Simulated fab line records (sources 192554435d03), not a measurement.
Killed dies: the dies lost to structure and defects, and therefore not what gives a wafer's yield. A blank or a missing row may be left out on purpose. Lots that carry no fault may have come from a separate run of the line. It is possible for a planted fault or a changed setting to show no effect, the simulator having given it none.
Which tool is to blame? -- flow n5-finfet -- 10 lots with 29 wafers sampled at 2 steps, on a route of 1938 steps

## WHAT THE GAUGES READ, wafer by wafer
N5_MIM_TOP_LITHO_OVL_MEAS_11.
lot,measured,on,MIM_TOP_OVL (nm)
L999,day 12 15:02,overlay-02,5 7 4
L103,day 13 14:29,overlay-02,12 8 11
L102,day 13 22:05,overlay-01,19 17 20
L108,day 15 04:55,overlay-01,7 -4 3
L109,day 15 05:13,overlay-02,3 5 -1
L110,day 15 05:22,overlay-01,6 4 9
L115,day 16 15:47,overlay-01,11 9 11
L116,day 17 03:01,overlay-02,6 15
L118,day 17 04:44,overlay-02,-3 1 -10
L120,day 17 16:46,overlay-02,5 7 9

## EACH LOT AND THE TOOL THAT RAN IT (in order: tool; ch and the chambers of the sampled wafers; start)
lot,N5_BEOL_M9_ETCH_66
L999,"rie-diel-02 ch 0,2,3, day 10 10:05"
L103,"rie-diel-02 ch 0,3, day 11 10:00"
L102,"rie-diel-05 ch 0,3, day 11 10:09"
L108,"rie-diel-05 ch 1,2, day 13 04:09"
L109,"rie-diel-06 ch 2,3, day 13 11:19"
L110,"rie-diel-06 ch 0,2, day 13 11:58"
L115,"rie-diel-02 ch 0,3, day 14 04:29"
L116,"rie-diel-02 ch 2,3, day 14 23:37"
L118,"rie-diel-02 ch 2,3, day 15 02:27"
L120,"rie-diel-05 ch 0,1,2, day 15 22:39"
- N5_BEOL_M9_ETCH_66: etches SOC in N2/H2, target depth 80 nm, overetch 16 nm, time 120 s.

## THE ANSWER, worked out from the rows above alone
Rule: the lots themselves supply what counts as usual. The widest of any qualifying gaps counts: lots, ordered by their means at a reading, are off when they make up no more than a third of the lots, leave a main group of 4 or more, and stand apart from it by 3 or more times the standard deviation of that group's means. A main group is skipped when, at the precision printed for the reading in the tables above, its means are all equal. Also off: a lot with no number at a reading for which 4 or more lots have one. The other lots that the step has rows for count as sound.
None of the lots is off at any reading shown; this tells nothing.

## WHAT THE SIMULATOR PUT IN
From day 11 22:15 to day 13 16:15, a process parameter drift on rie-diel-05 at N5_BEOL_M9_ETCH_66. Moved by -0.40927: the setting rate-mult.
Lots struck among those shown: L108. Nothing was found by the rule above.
